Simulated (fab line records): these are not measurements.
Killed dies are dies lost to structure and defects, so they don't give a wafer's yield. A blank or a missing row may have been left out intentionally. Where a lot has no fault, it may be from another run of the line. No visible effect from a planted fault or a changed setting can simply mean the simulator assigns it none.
Which of the tools did it? | flow nand harc | 21 wafers from 7 lots sampled at 3 of the route's 1302 steps

## WHAT THE GAUGES READ, wafer by wafer
NHARC_A_ONON_D1_THK_MEAS_02: measures by ellipsometry.
lot  | measured     | on            | thk nm (nm)
L995 | day 8 09:43  | film metro-01 | 1002 1003 1004
L997 | day 9 07:08  | film metro-01 | 1013 1013 1013
L102 | day 11 08:52 | film metro-01 | 998 997 999
L106 | day 13 02:35 | film metro-02 | 1005 1005 1004
L111 | day 15 00:25 | film metro-02 | 662 664 662
L114 | day 16 08:10 | film metro-02 | 998 997 997
L115 | day 17 13:57 | film metro-01 | 997 997 997

## WHICH TOOL RAN EACH LOT (tool, then ch and the chambers of the sampled wafers, then the start)
lot  | NHARC_P_BONDPAD_PVD_27                  | NHARC_A_ONON_D1_DEP_00
L995 | pvd sputter-01, day 8 09:19 or earlier  | pecvd onon-04 ch 0, day 8 09:19
L997 | pvd sputter-02, day 9 06:37 or earlier  | pecvd onon-02 ch 0, day 9 06:37
L102 | pvd sputter-01, day 11 08:25 or earlier | pecvd onon-02 ch 0, day 11 08:25
L106 | pvd sputter-02, day 13 02:07 or earlier | pecvd onon-02 ch 0, day 13 02:07
L111 | pvd sputter-01, day 14 23:55 or earlier | pecvd onon-02 ch 0, day 14 23:55
L114 | pvd sputter-03, day 16 07:42 or earlier | pecvd onon-04 ch 0, day 16 07:42
L115 | pvd sputter-02, day 17 13:33 or earlier | pecvd onon-04 ch 0, day 17 13:33
- NHARC_P_BONDPAD_PVD_27: deposits Cu, target thk 30 nm, time 20.49 s.
- NHARC_A_ONON_D1_DEP_00: target thk 1000 nm.

## THE ANSWER, worked out from the rows above alone
Rule: what is usual is taken from the lots themselves. The widest of any qualifying gaps counts: lots, ordered by their means at a reading, are off when they make up no more than a third of the lots, leave a main group of 4 or more, and stand apart from it by 3 or more times the standard deviation of that group's means. The tables above print the reading to a certain number of digits; a main group whose means all agree to those digits is not used. A lot without any number at a reading at which 4 lots or more have one is off too. Where the step has rows for the other lots, those lots are counted as sound.
Off: L111 (NHARC_A_ONON_D1_THK_MEAS_02, thk nm). Mean 1002 nm and standard deviation 5.7 in the main group.
If a tool, at a process step before that reading, ran all the lots that are off and no sound lot after the first of them, it fits. The gauges at NHARC_A_ONON_D1_THK_MEAS_02 are tried like those tools. NHARC_P_BONDPAD_PVD_27: start missing for some lots; hours and lot order therefore follow NHARC_A_ONON_D1_DEP_00. Undecided on this evidence; 2 tools fit (pvd sputter-01 at NHARC_P_BONDPAD_PVD_27, pecvd onon-02 at NHARC_A_ONON_D1_DEP_00).

## WHAT THE SIMULATOR HAD INSERTED
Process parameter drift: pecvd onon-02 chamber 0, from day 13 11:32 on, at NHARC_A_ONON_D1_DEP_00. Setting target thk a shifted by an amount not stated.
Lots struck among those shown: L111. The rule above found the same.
